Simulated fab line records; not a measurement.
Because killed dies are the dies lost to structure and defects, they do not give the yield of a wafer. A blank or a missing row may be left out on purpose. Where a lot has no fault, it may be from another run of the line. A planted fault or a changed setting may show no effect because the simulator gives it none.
Matching of chambers / flow n5Finfet / N5_FIN_SAQP_HM_DEP_72 on pecvd-04: 3 sister chambers
The step deposits SiO2 from SiH4/N2O, target thk 12 nm, time 7.2 s. 3 wafers are shown with their chamber, then 7 later ones without.

== EACH WAFER AND ITS CHAMBER ==
wafer=L079.1; chamber=2; showerheadPlenumPTorr (Torr)=8.27
wafer=L083.3; chamber=1; showerheadPlenumPTorr (Torr)=7.98
wafer=L083.4; chamber=0; showerheadPlenumPTorr (Torr)=8.11

== WAFERS WITH NO CHAMBER GIVEN ==
wafer=L083.5; showerheadPlenumPTorr (Torr)=7.97
wafer=L093.2; showerheadPlenumPTorr (Torr)=8.27
wafer=L093.3; showerheadPlenumPTorr (Torr)=8.11
wafer=L093.4; showerheadPlenumPTorr (Torr)=7.98
wafer=L097.2; showerheadPlenumPTorr (Torr)=8.26
wafer=L097.3; showerheadPlenumPTorr (Torr)=8.00
wafer=L097.4; showerheadPlenumPTorr (Torr)=8.09

== WHICH CHAMBER EACH ONE RAN IN ==
wafer=L083.5; from the rows above=1; in truth=1
wafer=L093.2; from the rows above=2; in truth=2
wafer=L093.3; from the rows above=0; in truth=0
wafer=L093.4; from the rows above=1; in truth=1
wafer=L097.2; from the rows above=2; in truth=2
wafer=L097.3; from the rows above=1; in truth=1
wafer=L097.4; from the rows above=0; in truth=0
7 of 7 placed correctly. From these rows, 0 cannot be placed. Number placed wrongly: 0.
How it was worked out, from the rows above alone: a wafer's distance from a chamber is the root of the sum, over the readings, of the square of ((its reading less the chamber's mean) divided by the reading's scatter). The wafer belongs to the nearest chamber; if the next one is less than 2 further off, it can't be placed. For every chamber, the mean is computed from those of its wafers that are shown. The scatter: with one shown wafer a chamber, the root of the mean of the squares of how far each hidden wafer lies from its nearest shown one.
